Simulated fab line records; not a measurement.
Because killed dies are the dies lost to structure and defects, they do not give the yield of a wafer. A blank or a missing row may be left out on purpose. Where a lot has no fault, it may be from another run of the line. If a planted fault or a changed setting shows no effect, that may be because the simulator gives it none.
Matching of chambers ; flow n5-finfet ; N5_DUMMY_GATE_ETCH_42 on rie-diel-02 has 4 sister chambers
The step etches SiO2 in CHF3/O2, target depth 3.5 nm, time 31 s. 18 wafers are shown with their chamber, then 9 later ones without.

WAFERS WITH THEIR CHAMBER
wafer;chamber;throttle-valve-pct (%);drypump-motor-current-A (A);showerhead-plenum-p-Torr (Torr)
L078.2;2;18.5;5.8;2.38
L078.4;3;19.3;5.1;2.35
L078.5;1;18.4;5.9;2.35
L080.1;0;19.2;6.0;2.42
L080.2;1;18.4;5.9;2.35
L080.6;3;19.3;5.1;2.35
L081.2;1;18.4;5.9;2.34
L081.4;3;19.3;5.1;2.35
L081.5;0;19.2;6.0;2.42
L082.2;3;19.3;5.0;2.35
L082.4;1;18.4;5.9;2.34
L082.6;2;18.5;5.8;2.38
L090.1;2;18.6;5.7;2.38
L090.5;2;18.5;5.7;2.38
L090.6;1;18.4;5.9;2.34
L091.2;0;19.2;6.0;2.41
L091.4;3;19.4;5.1;2.35
L091.6;0;19.2;6.0;2.41

SIGNATURES, as means of the wafers listed above
reading;chamber 0;chamber 1;chamber 2;chamber 3;scatter within a chamber
throttle-valve-pct;19.200;18.400;18.525;19.320;0.0333
drypump-motor-current-A;6.000;5.900;5.750;5.080;0.0359
showerhead-plenum-p-Torr;2.4150;2.3440;2.3800;2.3500;0.00396
Rule: a wafer lies at a distance from a chamber equal to the root of the sum of squares, over the readings, of (its reading less the chamber's mean, divided by the reading's scatter). The wafer belongs to the nearest chamber; if the next one is less than 2 further off, it can't be placed. The scatter: the root of (the sum of the squares of (reading less its chamber's mean) over the shown wafers, divided by (wafers less chambers)).

WAFERS WHOSE CHAMBER IS MISSING
wafer;throttle-valve-pct (%);drypump-motor-current-A (A);showerhead-plenum-p-Torr (Torr)
L093.3;18.4;5.9;2.34
L093.4;19.2;5.9;2.41
L093.5;19.4;5.1;2.35
L095.1;19.2;6.0;2.41
L095.5;18.5;5.8;2.37
L095.6;19.4;5.1;2.34
L096.1;18.6;5.7;2.37
L096.2;19.4;5.0;2.34
L096.3;19.2;6.0;2.41

WHICH CHAMBER EACH WENT THROUGH
wafer;from the rows above;in truth
L093.3;1;1
L093.4;0;0
L093.5;3;3
L095.1;0;0
L095.5;2;2
L095.6;3;3
L096.1;2;2
L096.2;3;3
L096.3;0;0
9 of 9 placed correctly. Left unplaced by these rows: 0. 0 placed wrongly.
